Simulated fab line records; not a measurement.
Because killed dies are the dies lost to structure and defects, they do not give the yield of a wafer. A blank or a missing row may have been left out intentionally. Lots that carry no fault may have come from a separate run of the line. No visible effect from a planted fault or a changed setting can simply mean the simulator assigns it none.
Matching of chambers    flow nand harc    NHARC_A_BLC_STRIP_21 on rie diel-12 has 4 sister chambers
The step strips in O2. 18 wafers are shown with their chamber, then 9 later ones without.

## WAFERS WITH THEIR CHAMBER
wafer   chamber  showerhead plenum p Torr (Torr)  drypump motor current A (A)  oes product au (a.u.)
L077.1  2        3.49                             5.4                          1.009
L077.2  1        3.41                             5.4                          1.010
L077.6  2        3.49                             5.4                          1.012
L076.1  0        3.30                             5.3                          1.027
L076.2  1        3.41                             5.3                          1.020
L076.3  3        3.35                             5.5                          1.019
L080.1  3        3.35                             5.5                          1.010
L080.2  2        3.49                             5.4                          1.017
L080.3  1        3.41                             5.4                          1.009
L087.1  0        3.30                             5.4                          1.018
L087.4  2        3.49                             5.4                          0.984
L087.6  2        3.49                             5.4                          0.988
L089.2  1        3.40                             5.4                          0.996
L089.5  3        3.35                             5.5                          1.011
L089.6  0        3.30                             5.3                          1.008
L092.1  1        3.40                             5.3                          0.984
L092.4  3        3.35                             5.5                          0.999
L092.5  1        3.40                             5.4                          0.981

SIGNATURES (means of the wafers above)
reading                   chamber 0  chamber 1  chamber 2  chamber 3  scatter within a chamber
showerhead plenum p Torr  3.3000     3.4050     3.4900     3.3500     0.00327
drypump motor current A   5.333      5.367      5.400      5.500      0.0378
oes product au            1.01767    1.00000    1.00200    1.00975    0.0133
Rule: for a wafer and a chamber, the distance is found by dividing, reading by reading, the gap between the wafer's reading and the chamber's mean by the reading's scatter, squaring, summing and taking the root. The wafer belongs to the nearest chamber; if the next one is less than 2 further off, it can't be placed. The scatter: take each reading less its chamber's mean, square it, sum over the shown wafers, divide by the number of wafers less the number of chambers, and take the root.

## WAFERS WITHOUT THEIR CHAMBER
wafer   showerhead plenum p Torr (Torr)  drypump motor current A (A)  oes product au (a.u.)
L095.1  3.40                             5.4                          0.973
L095.2  3.30                             5.3                          1.015
L095.4  3.35                             5.5                          1.003
L097.2  3.40                             5.4                          0.981
L097.3  3.30                             5.4                          1.019
L097.4  3.48                             5.4                          0.996
L096.2  3.35                             5.5                          1.017
L096.3  3.40                             5.4                          0.980
L096.6  3.40                             5.3                          0.980

## EACH ONE'S CHAMBER
wafer   from the rows above  in truth
L095.1  1                    1
L095.2  0                    0
L095.4  3                    3
L097.2  1                    1
L097.3  0                    0
L097.4  2                    2
L096.2  3                    3
L096.3  1                    1
L096.6  1                    1
Placed correctly: 9 of 9. Can't be placed from these rows: 0. 0 placed wrongly.
